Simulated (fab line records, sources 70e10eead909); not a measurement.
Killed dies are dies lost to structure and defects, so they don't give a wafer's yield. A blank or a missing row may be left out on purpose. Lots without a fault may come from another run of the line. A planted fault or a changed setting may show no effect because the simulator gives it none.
fab line records | flow nand_harc
record lots=13 wafers=39 last_day=33
route steps=1302 shown A_CHANNEL_HOLE_D1@450 HYBRID_BOND@1242 THIN_TSV@1263 END@1302
lots that met no fault: from a run of the same line without faults
start_h: hours from the record's first day to the start of the lot's first wafer shown | wait_h: hours since the lot's step before | " the same as in the row above | L1.1+2: a row that stands for several wafers | - no value, or no start given | * or withheld: withheld | < > ~ a bound
route shown NAME@n: a module of which the file shows steps, and the number in the route of the first | usual: mean/standard deviation of fault-free wafers | same: alike in all rows | chamber/n: place in a boat | sites: the reading at each site | _std_site: their standard deviation | _edge_site: outer sites' mean less inner sites' | radius_mm: how far each site lies from the wafer's centre | mask NAME#n: copy n | behind: the tool/chamber that last shaped the wafer | hold: why the lot was held/for how many hours/how that ended | device: the transistor (n, p or np) that didn't switch | end of line: the same wafers' tests at the end of the route | a step without rows: its recipe alone | killed: dies lost to structure and defects at the first sort, not the wafer's yield | map: a wafer's dies, x killed, . not, _ none there
set.NAME: the setting as run; set.NAME@STEP: as run at that earlier step | model.NAME: the simulator's own value behind a step, which no gauge read
steps of the route over a sample of lots; a table a step, a row a wafer
services: from which hour (start_h, from the record's first day; less than 0 if before it) a tool's chamber was out of use, for how many hours, and why
## steps
# step NHARC_A_CHANNEL_HOLE_D1_DEP_00
# recipe target_thk_a=31000 temp_c=400 material=aC
# usual throttle_valve_pct=35.001/0.0098
# columns lot.wafer tool chamber start_h wait_h throttle_valve_pct
L262.1 acl_dep-02 0 193.10 4.8 35.003
L262.2 " 0 " " 34.991
L262.6 " 0 194.67 6.3 34.986
L265.2 acl_dep-01 0 207.88 0.4 34.994
L265.3 " 0 " " 35.016
L265.4 " 0 " " 35.014
L267.2 acl_dep-01 0 237.55 1.6 35.000
L267.5 " 0 " " 35.001
L267.6 " 0 " " 35.010
L268.1 acl_dep-03 0 255.55 0.1 34.996
L268.5 " 0 256.83 1.3 34.981
L268.6 " 0 " " 34.995
L269.1 acl_dep-01 0 255.87 0.1 35.005
L269.4 " 0 " " 35.007
L269.6 " 0 " " 35.029
L270.2 acl_dep-01 0 269.25 1.4 34.985
L270.3 " 0 " " 35.001
L270.4 " 0 " " 35.000
L271.1 acl_dep-03 0 286.16 0.6 35.013
L271.3 " 0 " " 34.995
L271.5 " 0 " " 35.003
L273.1 acl_dep-01 0 291.94 0.1 34.987
L273.5 " 0 293.20 1.3 34.995
L273.6 " 0 " " 34.994
L274.1 acl_dep-01 0 309.71 2.7 34.996
L274.3 " 0 " " 34.988
L274.5 " 0 " " 35.009
L275.2 acl_dep-01 0 321.61 1.3 35.012
L275.4 " 0 " " 35.015
L275.6 " 0 " " 34.983
L282.1 acl_dep-03 0 384.70 5.7 35.009
L282.3 " 0 " " 35.011
L282.4 " 0 " " 35.011
L283.1 acl_dep-02 0 396.20 1.6 34.998
L283.3 " 0 " " 34.995
L283.6 " 0 " " 34.991
L284.2 acl_dep-01 0 407.23 3.1 35.008
L284.4 " 0 " " 35.004
L284.5 " 0 " " 35.012
# step NHARC_HYBRID_BOND_OVL_MEAS_05
# usual overlay_x_nm=3/35 overlay_y_nm=-4/34
# columns lot.wafer tool chamber start_h wait_h overlay_x_nm overlay_y_nm
L262.1 overlay-02 - 563.84 0.4 4 38
L262.2 " - " " -47 -57
L262.6 " - " " 48 14
L265.2 overlay-01 - 570.73 0.4 26 -75
L265.3 " - " " 54 -1
L265.4 " - " " 41 -21
L267.2 overlay-01 - 605.27 0.4 38 -7
L267.5 " - " " 46 -44
L267.6 " - " " -24 9
L268.1 overlay-02 - 612.49 0.4 54 -25
L268.5 " - " " 45 18
L268.6 " - " " -30 27
L269.1 overlay-01 - 612.49 0.4 18 75
L269.4 " - " " -19 -13
L269.6 " - " " 57 29
L273.1 overlay-01 - 662.95 0.4 22 16
L273.5 " - " " -124 -65
L273.6 " - " " 20 -21
L270.2 overlay-02 - 662.95 0.4 57 -58
L270.3 " - " " -23 2
L270.4 " - " " 37 17
L271.1 overlay-02 - 662.96 0.4 48 -78
L271.3 " - " " 60 49
L271.5 " - " " -8 -12
L274.1 overlay-02 - 683.65 0.4 61 7
L274.3 " - " " -32 -9
L274.5 " - " " 26 -27
L275.2 overlay-01 - 683.66 0.4 52 -52
L275.4 " - " " 5 24
L275.6 " - " " -29 52
L282.1 overlay-02 - 753.28 0.4 63 83
L282.3 " - " " -39 5
L282.4 " - " " -12 -37
L283.1 overlay-02 - 758.99 0.4 -33 5
L283.3 " - " " 30 54
L283.6 " - " " 11 40
L284.2 overlay-02 - 770.34 0.4 18 -36
L284.4 " - " " 27 3
L284.5 " - " " -23 -1
# step NHARC_THIN_TSV_ETCH_15
# recipe target_depth_a=30000 bosch_target_overetch_cycles=2 bosch_etch_step_s=2.8 bosch_dep_step_s=1.2 bosch_cycles=14
# usual drypump_motor_current_A=6.0/0.49 he_backside_leak_sccm=2.6/0.34
# same bosch_cycles=14
# columns lot.wafer tool chamber start_h wait_h drypump_motor_current_A he_backside_leak_sccm rf_hours_counter_h
L262.2 rie_si-04 2 567.41 - 6.5 2.5 0.2
L262.1 " 3 " " 5.3 2.3 0.2
L262.6 " 2 " " 6.5 2.4 -
L265.3 rie_si-06 3 575.46 - 6.5 2.6 1.1
L265.2 " 1 " " 5.6 3.0 0.7
L265.4 " 2 " " 6.6 2.5 1.1
L267.2 rie_si-04 0 608.84 - 6.4 2.9 0.5
L267.6 " 3 " " 5.3 2.4 -
L267.5 " 2 " " 6.5 2.6 -
L268.1 rie_si-06 3 615.94 - 6.5 4.3 0
L268.6 " 3 " " 6.4 2.7 -
L268.5 " 0 " " 6.3 2.5 -
L269.1 rie_si-06 2 617.42 - 6.5 2.3 0.0
L269.4 " 0 " " 6.3 2.4 0.0
L269.6 " 2 " " 6.5 2.4 -
L270.3 rie_si-02 2 666.40 - 5.4 2.6 0.1
L270.2 " 3 " " 5.5 2.8 0.2
L270.4 " 0 " " 5.4 3.1 0.2
L273.1 rie_si-02 1 667.71 - 5.8 2.8 0.1
L273.5 " 1 " " 5.8 2.9 -
L273.6 " 2 " " 5.3 2.6 -
L271.1 rie_si-06 1 668.94 - 5.5 3.1 0.3
L271.3 " 2 " " 6.5 2.5 0.4
L271.5 " 1 " " 5.5 3.0 -
L274.3 rie_si-06 3 687.23 - 6.4 2.6 0.6
L274.1 " 0 " " 6.3 2.6 0.7
L274.5 " 1 " " 5.5 3.0 -
L275.2 rie_si-04 3 688.60 - 5.3 2.4 0.9
L275.4 " 1 " " 5.7 2.3 0.8
L275.6 " 2 " " 6.5 2.2 -
L282.3 rie_si-04 3 756.84 - 5.3 2.3 0.3
L282.1 " 2 " " 6.5 4.5 0.2
L282.4 " 3 " " 5.3 2.4 -
L283.1 rie_si-04 2 762.55 - 6.5 2.5 0.3
L283.3 " 3 " " 5.2 2.4 0.3
L283.6 " 2 " " 6.6 2.2 -
L284.2 rie_si-02 3 773.92 - 5.5 2.6 0.9
L284.4 " 0 " " 5.4 3.0 0.9
L284.5 " 2 " " 5.4 2.7 -
# step NHARC_THIN_TSV_DESCUM_35
# recipe time_s=3 o2_flow_sccm=200 ar_flow_sccm=0 bias_power_w=0 chemistry=O2
# usual drypump_motor_current_A=5.8/0.5 oes_product_au=0.994/0.011 rf_vpp_V=57.8/0.95 showerhead_plenum_p_Torr=1.92/0.081 throttle_valve_pct=11.311/0.0094
# columns lot.wafer tool chamber start_h wait_h drypump_motor_current_A oes_product_au rf_hours_counter_h rf_vpp_V showerhead_plenum_p_Torr throttle_valve_pct
L262.1 rie_diel-06 0 572.51 - 5.6 1.014 3.5 58.1 1.91 11.297
L262.2 " 3 " " 5.7 0.987 3.5 58.8 1.99 11.297
L262.6 " 2 " " 6.7 0.977 - 57.9 1.86 11.310
L265.3 rie_diel-07 1 580.69 - 4.7 1.000 5.2 57.6 2.02 11.317
L265.4 " 2 " " 5.9 0.990 7.5 58.2 2.03 11.294
L265.2 " 3 " " 6.3 0.982 7.8 59.0 1.94 11.305
L267.2 rie_diel-06 0 614.12 - 5.7 0.999 5.9 57.8 1.91 11.299
L267.6 " 3 " " 5.8 0.991 - 56.6 1.99 11.306
L267.5 " 0 " " 5.7 1.008 - 58.9 1.91 11.317
L268.1 rie_diel-05 1 621.23 - 5.9 1.011 1.2 56.3 1.82 11.330
L268.6 " 3 " " 6.0 0.999 - 57.5 2.01 11.309
L268.5 " 0 " " 5.0 1.004 - 56.9 1.80 11.321
L269.1 rie_diel-07 3 622.63 - 6.3 0.998 10.5 58.1 1.93 11.325
L269.4 " 1 " " 4.7 1.003 7.1 56.9 2.02 11.307
L269.6 " 0 " " 5.5 1.007 - 56.9 1.88 11.315
L270.3 rie_diel-05 1 671.70 - 6.0 0.997 4.5 57.3 1.82 11.306
L270.4 " 2 " " 5.3 1.005 4.2 57.2 1.80 11.299
L270.2 " 3 " " 6.0 1.009 5.0 58.7 2.00 11.321
L273.1 rie_diel-07 3 673.37 - 6.3 0.998 1.5 58.0 1.93 11.316
L273.6 " 3 " " 6.3 1.006 - 56.8 1.93 11.332
L273.5 " 2 " " 5.9 0.992 - 59.7 2.03 11.313
L271.1 rie_diel-07 3 674.81 - 6.3 0.998 1.5 57.8 1.93 11.317
L271.3 " 0 " " 5.5 0.996 1.5 57.3 1.88 11.301
L271.5 " 3 " " 6.3 1.000 - 57.6 1.93 11.320
L274.3 rie_diel-06 3 692.54 - 5.8 0.985 1.2 58.4 1.99 11.316
L274.1 " 0 " " 5.6 0.998 1.1 57.8 1.91 11.310
L274.5 " 0 " " 5.6 0.999 - 58.1 1.91 11.314
L275.4 rie_diel-05 3 694.75 - 6.0 1.010 6.1 58.4 2.00 11.304
L275.2 " 0 " " 5.0 1.010 8.0 57.2 1.79 11.311
L275.6 " 3 " " 6.0 1.009 - 58.3 2.00 11.300
L282.1 rie_diel-07 0 762.10 - 5.5 0.987 7.6 57.0 1.88 11.296
L282.3 " 3 " " 6.3 0.992 5.4 57.7 1.93 11.308
L282.4 " 2 " " 5.9 0.977 - 58.7 2.02 11.326
L283.1 rie_diel-07 2 767.80 - 5.9 0.994 7.7 58.4 2.02 11.310
L283.3 " 1 " " 4.8 0.980 6.0 59.0 2.01 11.310
L283.6 " 2 " " 5.9 0.984 - 57.4 2.02 11.303
L284.4 rie_diel-06 0 779.23 - 5.7 0.983 5.6 57.6 1.91 11.313
L284.2 " 1 " " 5.5 0.978 5.4 59.2 2.01 11.300
L284.5 " 2 " " 6.7 0.976 - 58.8 1.85 11.306
# step NHARC_END_SORT_01
# recipe temp_c=25
# usual killed_at_array=55/20 killed_at_other=1.2/1.3 killed_at_periphery=4.0/3 killed_dies=60/21 killed_open=3.2/1.9 killed_short=2.5/1.6
# same gross_dies=677
# columns lot.wafer tool chamber start_h wait_h hold killed_at_array killed_at_other killed_at_periphery killed_dies killed_open killed_short
L262.1 prober-01 0 583.59 2.5 - 73 0 5 78 3 4
L262.2 prober-01 0 584.39 2.8 - 68 2 3 73 3 2
L262.6 prober-01 0 587.57 4.0 - 57 2 2 61 3 3
L265.2 prober-01 0 592.17 2.8 - 95 0 3 98 2 1
L265.3 prober-01 0 592.97 3.1 - 104 0 0 104 2 1
L265.4 prober-01 0 593.77 3.4 - 114 0 1 115 1 3
L267.2 prober-01 0 623.75 2.8 - 65 0 4 69 2 2
L267.5 prober-01 0 626.15 3.7 - 72 0 0 72 1 1
L267.6 prober-01 0 626.94 4.0 - 70 1 1 72 1 1
L268.1 prober-02 0 630.21 2.5 - 84 1 0 85 5 3
L268.5 prober-02 0 633.46 3.8 - 62 0 4 66 4 2
L268.6 prober-02 0 634.27 4.1 - 75 5 4 84 1 5
L269.1 prober-01 0 630.70 2.5 - 72 5 8 85 6 3
L269.4 prober-01 0 633.12 3.4 - 63 0 3 66 1 2
L269.6 prober-01 0 634.73 4.0 - 75 0 6 81 5 6
L271.1 prober-02 0 684.69 2.5 - 30 2 5 37 3 5
L271.3 prober-02 0 686.30 3.1 - 21 2 3 26 3 1
L271.5 prober-02 0 687.91 3.7 - 24 2 9 35 4 2
L273.1 prober-01 0 684.72 2.5 - 68 0 8 76 4 1
L273.5 prober-01 0 687.89 3.7 - 52 3 6 61 4 1
L273.6 prober-01 0 688.69 4.0 - 65 1 2 68 2 3
L270.2 prober-01 0 693.28 2.8 - 43 1 3 47 3 3
L270.3 prober-01 0 694.07 3.1 - 50 6 2 58 4 0
L270.4 prober-01 0 694.85 3.4 - 70 1 1 72 3 5
L274.1 prober-02 0 701.49 2.5 await_dispo/2.6h/release 341 0 3 344 7 2
L274.3 prober-02 0 703.10 3.1 await_dispo/2.6h/release 189 0 2 191 3 3
L274.5 prober-02 0 704.71 3.7 await_dispo/2.6h/release 283 1 4 288 2 3
L275.2 prober-01 0 702.32 2.8 await_dispo/3.4h/release 214 1 6 221 6 2
L275.4 prober-01 0 703.93 3.4 await_dispo/3.4h/release 149 1 5 155 6 3
L275.6 prober-01 0 705.54 4.0 await_dispo/3.4h/release 308 0 2 310 2 4
L282.1 prober-01 0 771.06 2.6 - 50 0 0 50 1 3
L282.3 prober-01 0 772.65 3.1 - 54 1 2 57 4 2
L282.4 prober-01 0 773.44 3.4 - 48 1 2 51 2 0
L283.1 prober-02 0 776.67 2.5 - 44 0 2 46 3 2
L283.3 prober-02 0 778.26 3.1 - 49 1 2 52 1 0
L283.6 prober-02 0 780.66 4.0 - 55 0 2 57 4 7
L284.2 prober-01 0 789.12 2.8 - 24 2 4 30 2 1
L284.4 prober-01 0 790.70 3.4 - 19 0 4 23 7 1
L284.5 prober-01 0 791.49 3.7 - 19 2 0 21 3 4
# killed by level:class
L262.1 A_CHANNEL_HOLE_D2:chamber_film_flake=33 A_SLIT:chamber_film_flake=26 P_M2:chamber_film_flake=3 A_CONTACT:chamber_film_flake=3 A_CHANNEL_HOLE_D1:chamber_film_flake=2 A_ONON_D1:geometric_particle:short=1 A_CHANNEL_FILL_D1:geometric_particle:open=1 A_SGD_CUT:geometric_particle:short=1
L262.2 A_CHANNEL_HOLE_D2:chamber_film_flake=38 A_SLIT:chamber_film_flake=21 A_CHANNEL_HOLE_D1:chamber_film_flake=3 P_GATE:chamber_film_flake=2 THIN_TSV:chamber_film_flake=2 P_STI:geometric_particle:open=1 A_CHANNEL_FILL_D1:geometric_particle:short=1 A_CHANNEL_FILL_D1:geometric_particle:open=1
L262.6 A_CHANNEL_HOLE_D2:chamber_film_flake=31 A_SLIT:chamber_film_flake=20 HYBRID_BOND:chamber_film_flake=2 P_M0:geometric_particle:open=1 A_ONON_D1:geometric_particle:open=1 A_CHANNEL_FILL_D1:geometric_particle:short=1 A_DECK1_JOINT:geometric_particle:open=1 A_ONON_D2:geometric_particle:short=1
L265.2 A_SLIT:chamber_film_flake=33 A_CHANNEL_HOLE_D1:chamber_film_flake=26 A_CHANNEL_HOLE_D2:chamber_film_flake=23 A_CONTACT:chamber_film_flake=7 P_STI:chamber_film_flake=3 A_STAIRCASE:chamber_film_flake=2 A_DECK1_JOINT:geometric_particle:open=1 A_CHANNEL_HOLE_D2:geometric_particle:short=1
L265.3 A_CHANNEL_HOLE_D1:chamber_film_flake=32 A_CHANNEL_HOLE_D2:chamber_film_flake=29 A_SLIT:chamber_film_flake=27 A_CONTACT:chamber_film_flake=12 A_ONON_D1:geometric_particle:short=1 A_ONON_D2:geometric_particle:open=1 A_BLC:geometric_particle:open=1 A_CHANNEL_FILL_D2:chamber_film_flake=1
L265.4 A_CHANNEL_HOLE_D1:chamber_film_flake=33 A_CHANNEL_HOLE_D2:chamber_film_flake=31 A_SLIT:chamber_film_flake=29 A_CONTACT:chamber_film_flake=10 A_ZERO_WELL:chamber_film_flake=2 A_DECK1_JOINT:chamber_film_flake=2 A_CHANNEL_FILL_D2:chamber_film_flake=2 P_CONTACT:geometric_particle:short=1
L267.2 A_CHANNEL_HOLE_D1:chamber_film_flake=29 A_CHANNEL_HOLE_D2:chamber_film_flake=29 A_CONTACT:chamber_film_flake=3 P_ZERO_WELL:chamber_film_flake=2 A_M0:chamber_film_flake=2 P_CONTACT:geometric_particle:open=1 P_M0:geometric_particle:open=1 A_CHANNEL_FILL_D2:geometric_particle:short=1
L267.5 A_CHANNEL_HOLE_D1:chamber_film_flake=35 A_CHANNEL_HOLE_D2:chamber_film_flake=29 A_M0:chamber_film_flake=4 A_ONON_D2:geometric_particle:open=1 A_WL_FILL:geometric_particle:short=1 A_DECK1_JOINT:chamber_film_flake=1 A_M1:chamber_film_flake=1
L267.6 A_CHANNEL_HOLE_D2:chamber_film_flake=34 A_CHANNEL_HOLE_D1:chamber_film_flake=30 A_M0:chamber_film_flake=2 P_M0:geometric_particle:open=1 A_WL_FILL:geometric_particle:short=1 A_SGD_CUT:chamber_film_flake=1 A_SLIT:chamber_film_flake=1 A_WL_FILL:chamber_film_flake=1
L268.1 A_CHANNEL_HOLE_D2:chamber_film_flake=35 A_SLIT:chamber_film_flake=20 A_SGD_CUT:chamber_film_flake=11 A_CHANNEL_HOLE_D1:chamber_film_flake=5 A_CONTACT:chamber_film_flake=4 A_SOURCE_PLATE:geometric_particle:open=1 A_ONON_D1:geometric_particle:open=1 A_CHANNEL_FILL_D2:geometric_particle:open=1
L269.1 A_CHANNEL_HOLE_D1:chamber_film_flake=37 A_CHANNEL_HOLE_D2:chamber_film_flake=17 THIN_TSV:chamber_film_flake=5 A_CHANNEL_FILL_D2:geometric_particle:open=3 A_CONTACT:chamber_film_flake=3 P_ZERO_WELL:chamber_film_flake=2 P_M1:chamber_film_flake=2 P_BONDPAD:chamber_film_flake=2
L269.4 A_CHANNEL_HOLE_D1:chamber_film_flake=32 A_CHANNEL_HOLE_D2:chamber_film_flake=14 A_CHANNEL_FILL_D1:chamber_film_flake=3 A_SGD_CUT:chamber_film_flake=3 A_CONTACT:chamber_film_flake=3 A_DECK1_JOINT:chamber_film_flake=2 A_WL_FILL:chamber_film_flake=2 P_M0:geometric_particle:short=1
L268.5 A_SLIT:chamber_film_flake=27 A_CHANNEL_HOLE_D2:chamber_film_flake=23 A_SGD_CUT:chamber_film_flake=6 P_M1:chamber_film_flake=2 P_M0:geometric_particle:short=1 A_SOURCE_PLATE:geometric_particle:short=1 A_ONON_D2:geometric_particle:open=1 A_CHANNEL_FILL_D2:geometric_particle:open=1
L268.6 A_CHANNEL_HOLE_D2:chamber_film_flake=31 A_SLIT:chamber_film_flake=27 A_SGD_CUT:chamber_film_flake=6 THIN_TSV:chamber_film_flake=5 P_M1:chamber_film_flake=4 A_ONON_D2:geometric_particle:short=2 A_CHANNEL_FILL_D2:geometric_particle:short=2 A_CHANNEL_HOLE_D1:chamber_film_flake=2
L269.6 A_CHANNEL_HOLE_D1:chamber_film_flake=32 A_CHANNEL_HOLE_D2:chamber_film_flake=15 A_WL_FILL:chamber_film_flake=6 A_CONTACT:chamber_film_flake=4 A_SOURCE_PLATE:geometric_particle:open=2 P_BONDPAD:chamber_film_flake=2 A_CHANNEL_FILL_D1:chamber_film_flake=2 A_DECK1_JOINT:chamber_film_flake=2
L271.1 A_CHANNEL_HOLE_D2:chamber_film_flake=7 A_CHANNEL_HOLE_D1:chamber_film_flake=5 A_CONTACT:chamber_film_flake=4 A_CHANNEL_FILL_D1:geometric_particle:short=3 A_STAIRCASE:chamber_film_flake=3 A_SLIT:chamber_film_flake=3 A_WL_FILL:geometric_particle:short=2 P_STI:chamber_film_flake=2
L273.1 A_SLIT:chamber_film_flake=34 A_CHANNEL_HOLE_D2:chamber_film_flake=12 A_CONTACT:chamber_film_flake=9 P_BONDPAD:chamber_film_flake=5 A_CHANNEL_HOLE_D1:chamber_film_flake=3 P_GATE:chamber_film_flake=2 A_WL_FILL:chamber_film_flake=2 A_ONON_D1:geometric_particle:short=1
L271.3 A_CHANNEL_HOLE_D1:chamber_film_flake=4 A_CHANNEL_HOLE_D2:chamber_film_flake=4 A_CONTACT:chamber_film_flake=4 A_SLIT:chamber_film_flake=3 P_STI:chamber_film_flake=2 A_STAIRCASE:chamber_film_flake=2 THIN_TSV:chamber_film_flake=2 A_CHANNEL_FILL_D1:geometric_particle:open=1
L273.5 A_SLIT:chamber_film_flake=17 A_CHANNEL_HOLE_D2:chamber_film_flake=12 A_CHANNEL_HOLE_D1:chamber_film_flake=8 A_CONTACT:chamber_film_flake=7 A_STAIRCASE:chamber_film_flake=3 P_GATE:chamber_film_flake=2 P_BONDPAD:chamber_film_flake=2 THIN_TSV:chamber_film_flake=2
L271.5 A_CHANNEL_HOLE_D1:chamber_film_flake=8 A_SLIT:chamber_film_flake=6 P_STI:chamber_film_flake=5 A_CHANNEL_HOLE_D2:chamber_film_flake=2 THIN_TSV:chamber_film_flake=2 A_DECK1_JOINT:geometric_particle:open=1 A_CHANNEL_FILL_D2:geometric_particle:open=1 A_CHANNEL_FILL_D2:geometric_particle:short=1
L273.6 A_SLIT:chamber_film_flake=31 A_CHANNEL_HOLE_D2:chamber_film_flake=15 A_CHANNEL_HOLE_D1:chamber_film_flake=5 A_STAIRCASE:chamber_film_flake=3 A_WL_FILL:chamber_film_flake=3 A_CONTACT:chamber_film_flake=3 A_ONON_D1:geometric_particle:short=1 A_DECK1_JOINT:geometric_particle:short=1
L270.2 A_SLIT:chamber_film_flake=21 A_CHANNEL_HOLE_D1:chamber_film_flake=6 A_CHANNEL_HOLE_D2:chamber_film_flake=5 A_STAIRCASE:chamber_film_flake=2 A_SLIT:unspecified=2 A_BONDPAD:chamber_film_flake=2 P_CONTACT:geometric_particle:open=1 P_M0:geometric_particle:open=1
L270.3 A_SLIT:chamber_film_flake=24 THIN_TSV:chamber_film_flake=6 A_CHANNEL_HOLE_D1:chamber_film_flake=5 A_STAIRCASE:chamber_film_flake=5 A_CHANNEL_HOLE_D2:chamber_film_flake=4 A_M0:geometric_particle:open=2 A_CHANNEL_FILL_D1:chamber_film_flake=2 A_WL_FILL:chamber_film_flake=2
L270.4 A_SLIT:chamber_film_flake=28 A_CHANNEL_HOLE_D2:chamber_film_flake=14 A_CHANNEL_HOLE_D1:chamber_film_flake=11 A_STAIRCASE:chamber_film_flake=5 A_DECK1_JOINT:geometric_particle:short=2 A_SLIT:unspecified=2 A_BONDPAD:chamber_film_flake=2 P_BONDPAD:geometric_particle:open=1
L274.1 A_CHANNEL_HOLE_D1:area_dep=271 A_CHANNEL_HOLE_D1:chamber_film_flake=33 A_SLIT:chamber_film_flake=21 A_STAIRCASE:chamber_film_flake=4 A_CHANNEL_FILL_D2:geometric_particle:open=2 A_M0:geometric_particle:open=2 P_GATE:chamber_film_flake=2 A_CHANNEL_FILL_D2:chamber_film_flake=2
L275.2 A_CHANNEL_HOLE_D1:area_dep=176 A_CHANNEL_HOLE_D2:chamber_film_flake=17 A_CHANNEL_HOLE_D1:chamber_film_flake=9 A_SLIT:chamber_film_flake=3 A_CHANNEL_FILL_D2:chamber_film_flake=2 A_STAIRCASE:chamber_film_flake=2 P_CONTACT:geometric_particle:open=1 P_CONTACT:geometric_particle:short=1
L274.3 A_CHANNEL_HOLE_D1:area_dep=116 A_CHANNEL_HOLE_D1:chamber_film_flake=40 A_SLIT:chamber_film_flake=22 A_STAIRCASE:chamber_film_flake=2 A_CHANNEL_FILL_D2:chamber_film_flake=2 A_ONON_D1:geometric_particle:open=1 A_DECK1_JOINT:geometric_particle:short=1 A_WL_FILL:geometric_particle:short=1
L275.4 A_CHANNEL_HOLE_D1:area_dep=99 A_CHANNEL_HOLE_D2:chamber_film_flake=15 A_CHANNEL_HOLE_D1:chamber_film_flake=9 A_CONTACT:chamber_film_flake=7 A_SLIT:chamber_film_flake=6 A_DECK1_JOINT:geometric_particle:open=2 P_GATE:chamber_film_flake=2 A_CHANNEL_FILL_D2:chamber_film_flake=2
L274.5 A_CHANNEL_HOLE_D1:area_dep=216 A_CHANNEL_HOLE_D1:chamber_film_flake=34 A_SLIT:chamber_film_flake=23 A_CHANNEL_FILL_D2:chamber_film_flake=2 A_STAIRCASE:chamber_film_flake=2 P_M0:geometric_particle:open=1 A_ONON_D1:geometric_particle:short=1 A_DECK1_JOINT:geometric_particle:short=1
L275.6 A_CHANNEL_HOLE_D1:area_dep=261 A_CHANNEL_HOLE_D2:chamber_film_flake=18 A_CONTACT:chamber_film_flake=8 A_CHANNEL_HOLE_D1:chamber_film_flake=7 A_STAIRCASE:chamber_film_flake=5 A_SLIT:chamber_film_flake=3 P_CONTACT:geometric_particle:open=1 P_M0:geometric_particle:short=1
L282.1 A_CHANNEL_HOLE_D2:chamber_film_flake=24 A_CONTACT:chamber_film_flake=12 A_SLIT:chamber_film_flake=5 A_CHANNEL_HOLE_D1:unspecified=4 A_CHANNEL_FILL_D1:geometric_particle:short=2 A_ONON_D1:geometric_particle:open=1 A_CHANNEL_FILL_D2:geometric_particle:short=1 A_ZERO_WELL:chamber_film_flake=1
L282.3 A_CHANNEL_HOLE_D2:chamber_film_flake=30 A_SLIT:chamber_film_flake=9 A_CONTACT:chamber_film_flake=6 A_CHANNEL_HOLE_D1:unspecified=3 P_CONTACT:geometric_particle:open=2 A_SOURCE_PLATE:geometric_particle:short=1 A_ONON_D2:geometric_particle:short=1 A_CHANNEL_HOLE_D2:geometric_particle:open=1
L282.4 A_CHANNEL_HOLE_D2:chamber_film_flake=19 A_SLIT:chamber_film_flake=12 A_CONTACT:chamber_film_flake=12 P_M1:chamber_film_flake=2 A_ONON_D1:geometric_particle:open=1 A_WL_FILL:geometric_particle:open=1 A_CHANNEL_HOLE_D1:unspecified=1 A_CHANNEL_HOLE_D1:chamber_film_flake=1
L283.1 A_CHANNEL_HOLE_D2:chamber_film_flake=30 A_SLIT:chamber_film_flake=7 P_M0:geometric_particle:open=2 A_CONTACT:chamber_film_flake=2 A_SOURCE_PLATE:geometric_particle:short=1 A_DECK1_JOINT:geometric_particle:open=1 A_CHANNEL_FILL_D2:geometric_particle:short=1 A_ZERO_WELL:chamber_film_flake=1
L283.3 A_CHANNEL_HOLE_D2:chamber_film_flake=34 A_SLIT:chamber_film_flake=10 A_CHANNEL_FILL_D1:chamber_film_flake=2 P_CONTACT:geometric_particle:open=1 P_CONTACT:chamber_film_flake=1 A_DECK1_JOINT:chamber_film_flake=1 A_CONTACT:chamber_film_flake=1 A_BLC:chamber_film_flake=1
L283.6 A_CHANNEL_HOLE_D2:chamber_film_flake=31 A_SLIT:chamber_film_flake=10 A_CHANNEL_FILL_D1:chamber_film_flake=2 A_CONTACT:chamber_film_flake=2 P_GATE:geometric_particle:short=1 A_ONON_D1:geometric_particle:short=1 A_CHANNEL_FILL_D1:geometric_particle:short=1 A_CHANNEL_FILL_D1:geometric_particle:open=1
L284.2 A_SLIT:chamber_film_flake=13 P_M0:chamber_film_flake=3 A_CHANNEL_HOLE_D2:chamber_film_flake=3 A_M1:chamber_film_flake=3 THIN_TSV:chamber_film_flake=2 P_M0:geometric_particle:open=1 A_DECK1_JOINT:geometric_particle:short=1 A_M0:geometric_particle:open=1
L284.4 A_SLIT:chamber_film_flake=7 A_M1:chamber_film_flake=4 P_M0:geometric_particle:open=2 A_CONTACT:chamber_film_flake=2 P_GATE:geometric_particle:open=1 P_CONTACT:geometric_particle:open=1 A_ONON_D1:geometric_particle:short=1 A_ONON_D1:geometric_particle:open=1
L284.5 A_SLIT:chamber_film_flake=9 THIN_TSV:chamber_film_flake=2 A_ONON_D1:geometric_particle:short=1 A_DECK1_JOINT:geometric_particle:open=1 A_DECK1_JOINT:geometric_particle:short=1 A_ONON_D2:geometric_particle:open=1 A_ONON_D2:geometric_particle:short=1 A_WL_FILL:geometric_particle:short=1
## services
# columns tool chamber start_h hours kind
rie_si-06 1 175.23 8.7 repair
acl_dep-01 - 189.52 13.0 pm
rie_si-04 2 201.65 7.0 repair
rie_si-04 3 216.10 3.2 repair
rie_si-06 - 249.00 9.0 pm
rie_diel-07 2 266.82 4.5 repair
rie_si-06 2 278.41 18.3 repair
rie_diel-07 1 280.35 4.8 repair
rie_si-06 1 282.81 7.3 repair
rie_diel-07 - 294.20 9.0 pm
rie_si-04 - 342.00 9.0 pm
rie_si-04 0 362.65 1.1 repair
acl_dep-01 - 371.58 13.0 pm
rie_diel-07 2 404.32 9.5 repair
rie_si-06 - 426.00 9.0 pm
rie_si-06 1 458.54 35.0 repair
rie_diel-07 - 471.20 9.0 pm
rie_diel-07 - 545.23 0.9 repair
acl_dep-01 - 553.41 13.0 pm
rie_diel-07 - 575.47 1.3 repair
rie_diel-07 - 648.20 9.0 pm
rie_diel-07 1 669.26 29.5 repair
rie_diel-07 3 731.28 14.6 repair
acl_dep-01 - 734.99 13.0 pm
## key
first_sign step=NHARC_END_SORT_01 reading=killed_at_array direction=up sigmas=9.5 usual=55 struck=247
effect step=NHARC_END_SORT_01 reading=killed_dies direction=up sigmas=9.3 usual=60 struck=252
more_kills_born_at NHARC_A_CHANNEL_HOLE_D1_DEP_00@acl_dep-01=1139
met_at NHARC_A_CHANNEL_HOLE_D1_DEP_00
struck_lots L274,L275
struck_wafers L274.1,L274.3,L274.5,L275.2,L275.4,L275.6
tester_left_out L274,L275
not_acting_at NHARC_HYBRID_BOND_OVL_MEAS_05,NHARC_THIN_TSV_ETCH_15,NHARC_THIN_TSV_DESCUM_35
onset_between 291.94 309.71
fault kind=process_parameter_drift tool=acl_dep-01 chamber=0 onset_h=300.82 steps=NHARC_A_CHANNEL_HOLE_D1_DEP_00 channel=target_thk_a offset=* shape=step end_h=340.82 acts_in=* stated=*
# tester_left_out: of these lots the tester's yield and bins aren't shown, on N5 and GAA mostly nor the transistor test; their killed dies are dies lost to structure and defects alone, not to doping, threshold or leakage, so they don't give the yield
